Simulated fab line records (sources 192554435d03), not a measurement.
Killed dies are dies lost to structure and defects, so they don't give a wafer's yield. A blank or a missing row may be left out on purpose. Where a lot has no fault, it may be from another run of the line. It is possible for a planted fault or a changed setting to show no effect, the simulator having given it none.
A struck lot beside a sound one || flow n5-finfet || 36 out of 1938 route steps
Sound: the wafers L980.2, L980.4, L980.6. Struck: wafer L983.1 (L983.3, L983.6, from the same lot, were not struck and are left out); the cause is given at the end.
At each step with rows: each side's tool, then ch and its chambers, then its first start. Under that, the readings that differ: sound wafers || struck wafers || difference of the means || sigmas: that difference in standard deviations of wafers without a fault.
alike: readings whose means differ by less than 2 such deviations, and words and numbers that are the same on both sides. not compared: withheld readings, readings that some wafer has no value for, bounds like >300 that may hide the same value, and numbers for which the record gives no deviation and whose values overlap.
Wherever a step has rows on one side only, a row that says differs or no value, or a row with sigmas, the two part there. When numbers do not overlap yet have no deviation, they are printed without sigmas and do not part them. A reading missing from all wafers of one side parts the sides only when that side holds two or more wafers.

first, 8 steps without rows for these wafers: N5_BEOL_M9_SPUTTER_48 (material Cu, target thk 12 nm, time 2 s); N5_BEOL_M9_ECD_50 (material Cu, target thk 318 nm); N5_BEOL_M9_ANNEAL_51 (time 90 s); N5_BEOL_M9_CMP_52 (polishes, stops on SiCOH lowk, t overpolish 7 s, target thk 140 nm); N5_BEOL_M9_PRE_CLEAN_55 (time 15 s); N5_BEOL_M9_DEP_56 (deposits SiCN from 3MS/NH3, target thk 15 nm, time 26.5 s); N5_BEOL_M10_ILD_DEP_00 (deposits SiCOH lowk from DEMS/porogen, target thk 308.51 nm, time 58 s); N5_BEOL_M10_CURE_71 (cures SiCOH lowk, time 240 s).
N5_BEOL_M10_PECVD_70: deposits SiO2 from TEOS/O2, target thk 20 nm, time 22.7 s.
  sound on pecvd-02 ch 0,1,2, day 12 15:35; struck on pecvd-04 ch 1, day 14 01:16
{"reading": "model.SiO2_of_BEOL_M10_PECVD_70.thk-nm (nm)", "sound": "20 20.2 20.2", "struck": 14.6, "difference": -5.5, "sigmas": ""}
  alike: heater-power-w, showerhead-plenum-p-Torr, throttle-valve-pct
then, 24 steps without rows for these wafers: N5_BEOL_M10_HM_DEP_02 (deposits TiN, target thk 20 nm); N5_BEOL_M10_COAT_59 (time 60 s, resist thk 100 nm); N5_BEOL_M10_COAT_60 (time 60 s, resist thk 30 nm); N5_BEOL_M10_COAT_05 (resist thk 90 nm); N5_BEOL_M10_EBR_07; N5_BEOL_M10_SOFTBAKE_06 (time 60 s); N5_BEOL_M10_EXPOSE_08 (exposes mask M10); N5_BEOL_M10_PEB_09 (peb time 60 s); N5_BEOL_M10_DEVELOP_10 (develop time 30 s); N5_BEOL_M10_DESCUM_16 (chemistry O2, time 7.9 s); N5_BEOL_M10_ETCH_61 (etches SiARC in CF4, target depth 39 nm, time 65 s); N5_BEOL_M10_ETCH_62 (etches SOC in N2/H2, target depth 110 nm, overetch 22 nm, time 165 s); N5_BEOL_M10_STRIP_68 (strips in N2/H2); N5_BEOL_M10_STRIP_67 (strips in CF4); N5_BEOL_M10_HM_OPEN_17 (chemistry Cl2/BCl3, target TiN, target depth 20 nm, overetch 6 nm); N5_BEOL_M10_STRIP_19 (strips in O2); N5_BEOL_M10_COAT_63 (time 60 s, resist thk 100 nm); N5_BEOL_M10_COAT_64 (time 60 s, resist thk 30 nm); N5_BEOL_M10_COAT_22 (resist thk 90 nm); N5_BEOL_M10_EBR_24; N5_BEOL_M10_SOFTBAKE_23 (time 60 s); N5_BEOL_M10_EXPOSE_25 (exposes mask V9); N5_BEOL_M10_PEB_26 (peb time 60 s); N5_BEOL_M10_DEVELOP_27 (develop time 30 s).
N5_BEOL_M10_HM_STRIP_39: strips TiN in peroxide tin strip, target depth 25 nm, time 158 s.
  sound on wet-bench-04 ch 1,3,4, day 12 19:35; struck on wet-bench-02 ch 1, day 14 04:17
{"reading": "model.SiO2_of_BEOL_M10_PECVD_70.thk-nm (nm)", "sound": "20 20 20", "struck": 14.4, "difference": -5.6, "sigmas": ""}
N5_BEOL_M10_CMP_52: polishes, stops on SiCOH lowk, t overpolish 7 s, target thk 140 nm.
  sound on cmp-03 ch 0,2, day 13 00:02; struck on cmp-01 ch 0, day 14 09:46
{"reading": "barrier-field-endpoint-s (s)", "sound": "29.0 28.7 30.4", "struck": 22.5, "difference": -6.9, "sigmas": -8}
  alike: motor-current-A, platen-rpm, slurry-flow-ml-min
-- a jump in the record: the struck wafers' starts before and after are 2 days apart (it breaks off in module BEOL_M10 and resumes in module PASSIVATION, where the first step shown is number 1936 of the route) --
N5_PASSIVATION_PROBE_49:
  struck on prober-01, day 16 13:55; sound on prober-01, day 15 07:37
  alike: defect-limited-yield, killed_at_M0_to_M3, killed_at_M4_up, killed-at-contacts, killed-at-front-end, killed-at-other, killed-dies, killed-open, killed-short, sort_bin_5_function, sort_bin_6_memory, sort-n-pass, sort-yield-pct

## WHERE THEY PART
Only at N5_BEOL_M10_CMP_52, as far as this record shows. Later steps at which nothing parts them and some readings are alike: N5_PASSIVATION_PROBE_49.

WHY: what had been put in by the simulator
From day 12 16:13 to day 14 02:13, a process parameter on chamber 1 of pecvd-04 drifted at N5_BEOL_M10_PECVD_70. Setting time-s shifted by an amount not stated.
